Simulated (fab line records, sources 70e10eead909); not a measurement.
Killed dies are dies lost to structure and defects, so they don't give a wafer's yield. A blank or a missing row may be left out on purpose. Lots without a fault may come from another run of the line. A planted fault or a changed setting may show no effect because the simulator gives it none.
Problem report in the 8D (eight disciplines) form, filled by code | flow nand_harc | the parts of the form that need people (team, actions taken, sign-off) are left out

1. THE PROBLEM
killed_at_other at NHARC_END_SORT_01 reads a mean of 59.0 on 2 wafers of 2 lots; wafers without a fault read 0.6 with a standard deviation of 0.91. That is +64 standard deviations from the usual mean.
First seen on wafer L814.2, day 23 05:12, on prober-02. The record holds 10 wafers of 4 lots with a number at this step. Rule for "out", or "out of limits": more than 4 standard deviations from the usual mean. The other wafers with a number count as sound.

2. WHAT IT IS AND WHAT IT IS NOT
question                    | is                                                                                                              | is not
which readings at this step | killed_at_other, defect_limited_yield, killed_dies, sort_bin_2_pct, sort_bin_3_pct, sort_n_pass, sort_yield_pct | killed_at_periphery, killed_open, killed_short
which lots                  | L814, L817                                                                                                      | L801, L816
which wafers of those lots  | L814.2, L817.4                                                                                                  | L814.3, L814.6, L817.1, L817.6
read on which gauges        | prober-01, prober-02                                                                                            | -
when                        | from day 23 05:12                                                                                               | up to then (4 sound wafers); but 4 sound wafers of L814, L817 came after

3. SUSPECTS, AND WHAT RULES EACH OUT
Counting: a tool at a process step up to the reading stays a suspect if it ran every lot that is out. Sound lots after the first of them don't rule it out here, since some wafers of a struck lot are sound.
- the gauge at NHARC_END_SORT_01: ruled out. The wafers that are out were read on 2 gauges (prober-01, prober-02).
- rie_diel-01 at NHARC_A_BONDPAD_STRIP_15 (strips in O2): kept. It ran every lot that is out, first L814 (day 22 02:23).
- plasma_asher-01 at NHARC_THIN_TSV_STRIP_62 (strips in N2/H2, time 20 s): kept. It ran every lot that is out, first L814 (day 22 17:25); its last sound lot up to then is L816 (day 22 16:04).
- pvd_sputter-02 at NHARC_THIN_TSV_PVD_51 (deposits Cu, target thk 100 nm): kept. It ran every lot that is out, first L814 (day 22 17:53); its last sound lot up to then is L801 (day 19 15:39).
Left after counting: rie_diel-01 at NHARC_A_BONDPAD_STRIP_15, plasma_asher-01 at NHARC_THIN_TSV_STRIP_62, pvd_sputter-02 at NHARC_THIN_TSV_PVD_51.

4. THE CAUSE (what the simulator had put in)
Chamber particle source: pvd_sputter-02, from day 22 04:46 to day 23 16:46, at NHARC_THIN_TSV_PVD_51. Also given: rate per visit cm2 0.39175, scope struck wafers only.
Counting left 3 suspects, and this tool is among them.

5. THE CHAIN OF EFFECTS, in route order
Each row: a reading whose mean over the struck wafers that have a number lies more than 3 standard deviations from the usual. Only readings for which the record gives a usual standard deviation are gone through. hours: the time from each lot's start at the first step in this table that gives one to its start at this step, as a median over the lots. sigmas: the change in usual standard deviations.
hours | step              | reading              | usual  | on struck wafers | change | sigmas
0     | NHARC_END_SORT_01 | defect_limited_yield | 95.7 % | 84.3             | -11.4  | -7.6
0     | NHARC_END_SORT_01 | killed_at_other      | 0.6    | 59.0             | +58.4  | +64
0     | NHARC_END_SORT_01 | killed_dies          | 29     | 106              | +77    | +7.7
0     | NHARC_END_SORT_01 | sort_bin_2_pct       | 1.3 %  | 8.6              | +7.3   | +12
0     | NHARC_END_SORT_01 | sort_bin_3_pct       | 0.26 % | 1.25             | +0.99  | +5.2
0     | NHARC_END_SORT_01 | sort_bin_4_pct       | 2.7 %  | 5.8              | +3.0   | +3.0
0     | NHARC_END_SORT_01 | sort_n_pass          | 648    | 571              | -77    | -7.7
0     | NHARC_END_SORT_01 | sort_rim_yield_pct   | 94 %   | 84               | -10    | -3.3
0     | NHARC_END_SORT_01 | sort_yield_pct       | 95.7 % | 84.3             | -11.4  | -7.6

6. WHAT WOULD HAVE CAUGHT IT SOONER
In this record the first reading out of limits at a measuring or inspecting step was taken at day 23 05:12, 24 hours after the fault began at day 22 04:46.
Of the tool readings at NHARC_THIN_TSV_PVD_51 for which the record gives a usual standard deviation, none was out on any struck wafer, so an alarm limit of 4 standard deviations on them would not have fired.
Of the lots that are out (2), L817 began NHARC_THIN_TSV_PVD_51 on pvd_sputter-02 after day 23 05:12. A hold on the tool at that time would have spared it.
